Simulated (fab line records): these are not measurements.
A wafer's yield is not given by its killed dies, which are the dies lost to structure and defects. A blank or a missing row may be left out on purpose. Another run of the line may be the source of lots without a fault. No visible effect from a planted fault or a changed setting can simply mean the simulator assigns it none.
Matching of chambers	flow nand-harc	NHARC_A_M0_CMP_23 on cmp-01 has 4 sister chambers
The step polishes, t overpolish 20 s, target thk 113.75 nm. 14 wafers are shown with their chamber, then 7 later ones without.

WAFERS WITH THEIR CHAMBER
wafer	chamber	motor-current-A (A)	time-to-endpoint-s (s)	slurry-flow-ml-min
L911.1	1	12.0	23	150.0
L911.4	2	14.8	28	149.8
L911.5	2	14.1	25	150.1
L912.1	2	13.5	28	149.2
L912.3	0	12.8	24	149.4
L912.5	2	14.2	28	150.0
L914.1	3	11.6	31	149.9
L914.2	0	12.5	26	149.7
L914.5	3	11.6	31	149.9
L916.1	0	12.4	26	149.7
L916.3	2	14.5	26	149.2
L916.6	0	12.9	24	151.4
L919.3	3	11.5	29	149.5
L919.4	0	12.8	24	149.1

SIGNATURES, as means of the wafers listed above
reading	chamber 0	chamber 1	chamber 2	chamber 3	scatter within a chamber
motor-current-A	12.680	12.000	14.220	11.567	0.338
time-to-endpoint-s	24.80	23.00	27.00	30.33	1.24
slurry-flow-ml-min	149.860	150.000	149.660	149.767	0.638
Rule: a wafer's distance from a chamber is the root of the sum, over the readings, of the square of ((its reading less the chamber's mean) divided by the reading's scatter). The wafer belongs to the nearest chamber; if the next one is less than 2 further off, it can't be placed. The scatter is the square root of a quotient: the sum, over the shown wafers, of each reading's squared deviation from its chamber's mean, divided by wafers minus chambers.

WAFERS MISSING THEIR CHAMBER
wafer	motor-current-A (A)	time-to-endpoint-s (s)	slurry-flow-ml-min
L919.5	11.8	28	149.7
L922.1	12.6	28	149.9
L922.4	12.8	25	149.8
L922.6	11.8	32	150.0
L926.2	12.6	22	150.8
L926.3	12.0	33	150.0
L926.4	13.8	28	150.4

WHICH CHAMBER EACH WENT THROUGH
wafer	from the rows above	in truth
L919.5	can't be placed: 3 or 0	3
L922.1	can't be placed: 0 or 3 or 1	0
L922.4	0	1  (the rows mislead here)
L922.6	3	3
L926.2	can't be placed: 1 or 0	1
L926.3	3	3
L926.4	2	2
Placed correctly: 3 of 7. Not placeable from these rows: 3 (in 3, the candidates include the true chamber). Number placed wrongly: 1.
